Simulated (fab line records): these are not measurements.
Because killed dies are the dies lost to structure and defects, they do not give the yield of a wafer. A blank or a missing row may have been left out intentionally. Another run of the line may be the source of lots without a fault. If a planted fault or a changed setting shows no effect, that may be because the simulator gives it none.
Chamber matching || flow n5_finfet || rie_diel-06 running N5_SD_EPI_N_ETCH_35: 4 sister chambers
The step etches SOC in N2/H2, overetch 108 nm, time 486 s. 16 wafers are shown with their chamber, then 8 later ones without.

## WAFERS, EACH WITH ITS CHAMBER
{"wafer": "L074.2", "chamber": 3, "showerhead_plenum_p_Torr (Torr)": 2.42, "drypump_motor_current_A (A)": 6.6, "throttle_valve_pct (%)": 23.47}
{"wafer": "L074.3", "chamber": 1, "showerhead_plenum_p_Torr (Torr)": 2.71, "drypump_motor_current_A (A)": 6.4, "throttle_valve_pct (%)": 23.69}
{"wafer": "L074.4", "chamber": 2, "showerhead_plenum_p_Torr (Torr)": 2.46, "drypump_motor_current_A (A)": 5.7, "throttle_valve_pct (%)": 23.71}
{"wafer": "L077.2", "chamber": 2, "showerhead_plenum_p_Torr (Torr)": 2.45, "drypump_motor_current_A (A)": 5.6, "throttle_valve_pct (%)": 23.70}
{"wafer": "L077.3", "chamber": 1, "showerhead_plenum_p_Torr (Torr)": 2.70, "drypump_motor_current_A (A)": 6.5, "throttle_valve_pct (%)": 23.68}
{"wafer": "L077.4", "chamber": 2, "showerhead_plenum_p_Torr (Torr)": 2.45, "drypump_motor_current_A (A)": 5.7, "throttle_valve_pct (%)": 23.71}
{"wafer": "L081.3", "chamber": 2, "showerhead_plenum_p_Torr (Torr)": 2.45, "drypump_motor_current_A (A)": 5.6, "throttle_valve_pct (%)": 23.72}
{"wafer": "L081.5", "chamber": 2, "showerhead_plenum_p_Torr (Torr)": 2.45, "drypump_motor_current_A (A)": 5.6, "throttle_valve_pct (%)": 23.75}
{"wafer": "L081.6", "chamber": 1, "showerhead_plenum_p_Torr (Torr)": 2.70, "drypump_motor_current_A (A)": 6.5, "throttle_valve_pct (%)": 23.70}
{"wafer": "L090.2", "chamber": 3, "showerhead_plenum_p_Torr (Torr)": 2.41, "drypump_motor_current_A (A)": 6.6, "throttle_valve_pct (%)": 23.50}
{"wafer": "L090.3", "chamber": 1, "showerhead_plenum_p_Torr (Torr)": 2.69, "drypump_motor_current_A (A)": 6.5, "throttle_valve_pct (%)": 23.73}
{"wafer": "L090.6", "chamber": 0, "showerhead_plenum_p_Torr (Torr)": 2.54, "drypump_motor_current_A (A)": 5.9, "throttle_valve_pct (%)": 23.54}
{"wafer": "L091.1", "chamber": 1, "showerhead_plenum_p_Torr (Torr)": 2.69, "drypump_motor_current_A (A)": 6.5, "throttle_valve_pct (%)": 23.73}
{"wafer": "L091.2", "chamber": 2, "showerhead_plenum_p_Torr (Torr)": 2.44, "drypump_motor_current_A (A)": 5.6, "throttle_valve_pct (%)": 23.74}
{"wafer": "L091.3", "chamber": 0, "showerhead_plenum_p_Torr (Torr)": 2.54, "drypump_motor_current_A (A)": 5.9, "throttle_valve_pct (%)": 23.52}
{"wafer": "L092.2", "chamber": 3, "showerhead_plenum_p_Torr (Torr)": 2.41, "drypump_motor_current_A (A)": 6.6, "throttle_valve_pct (%)": 23.53}

SIGNATURES, as means of the wafers listed above
{"reading": "showerhead_plenum_p_Torr", "chamber 0": 2.5400, "chamber 1": 2.6980, "chamber 2": 2.4500, "chamber 3": 2.4133, "scatter within a chamber": 0.00675}
{"reading": "drypump_motor_current_A", "chamber 0": 5.900, "chamber 1": 6.480, "chamber 2": 5.633, "chamber 3": 6.600, "scatter within a chamber": 0.0422}
{"reading": "throttle_valve_pct", "chamber 0": 23.5300, "chamber 1": 23.7060, "chamber 2": 23.7217, "chamber 3": 23.5000, "scatter within a chamber": 0.0224}
Rule: for a wafer and a chamber, the distance is found by dividing, reading by reading, the gap between the wafer's reading and the chamber's mean by the reading's scatter, squaring, summing and taking the root. The wafer belongs to the nearest chamber; if the next one is less than 2 further off, it can't be placed. The scatter is the square root of a quotient: the sum, over the shown wafers, of each reading's squared deviation from its chamber's mean, divided by wafers minus chambers.

## WAFERS WITHOUT THEIR CHAMBER
{"wafer": "L092.4", "showerhead_plenum_p_Torr (Torr)": 2.54, "drypump_motor_current_A (A)": 5.9, "throttle_valve_pct (%)": 23.53}
{"wafer": "L092.5", "showerhead_plenum_p_Torr (Torr)": 2.44, "drypump_motor_current_A (A)": 5.7, "throttle_valve_pct (%)": 23.75}
{"wafer": "L093.1", "showerhead_plenum_p_Torr (Torr)": 2.54, "drypump_motor_current_A (A)": 5.9, "throttle_valve_pct (%)": 23.54}
{"wafer": "L093.5", "showerhead_plenum_p_Torr (Torr)": 2.54, "drypump_motor_current_A (A)": 5.9, "throttle_valve_pct (%)": 23.53}
{"wafer": "L093.6", "showerhead_plenum_p_Torr (Torr)": 2.41, "drypump_motor_current_A (A)": 6.6, "throttle_valve_pct (%)": 23.55}
{"wafer": "L094.1", "showerhead_plenum_p_Torr (Torr)": 2.44, "drypump_motor_current_A (A)": 5.6, "throttle_valve_pct (%)": 23.76}
{"wafer": "L094.3", "showerhead_plenum_p_Torr (Torr)": 2.40, "drypump_motor_current_A (A)": 6.6, "throttle_valve_pct (%)": 23.55}
{"wafer": "L094.4", "showerhead_plenum_p_Torr (Torr)": 2.69, "drypump_motor_current_A (A)": 6.4, "throttle_valve_pct (%)": 23.74}

## CHAMBER TAKEN BY EACH
{"wafer": "L092.4", "from the rows above": 0, "in truth": 0}
{"wafer": "L092.5", "from the rows above": 2, "in truth": 2}
{"wafer": "L093.1", "from the rows above": 0, "in truth": 0}
{"wafer": "L093.5", "from the rows above": 0, "in truth": 0}
{"wafer": "L093.6", "from the rows above": 3, "in truth": 3}
{"wafer": "L094.1", "from the rows above": 2, "in truth": 2}
{"wafer": "L094.3", "from the rows above": 3, "in truth": 3}
{"wafer": "L094.4", "from the rows above": 1, "in truth": 1}
Correct placement for 8 of the 8. From these rows, 0 cannot be placed. Placed wrongly: 0.
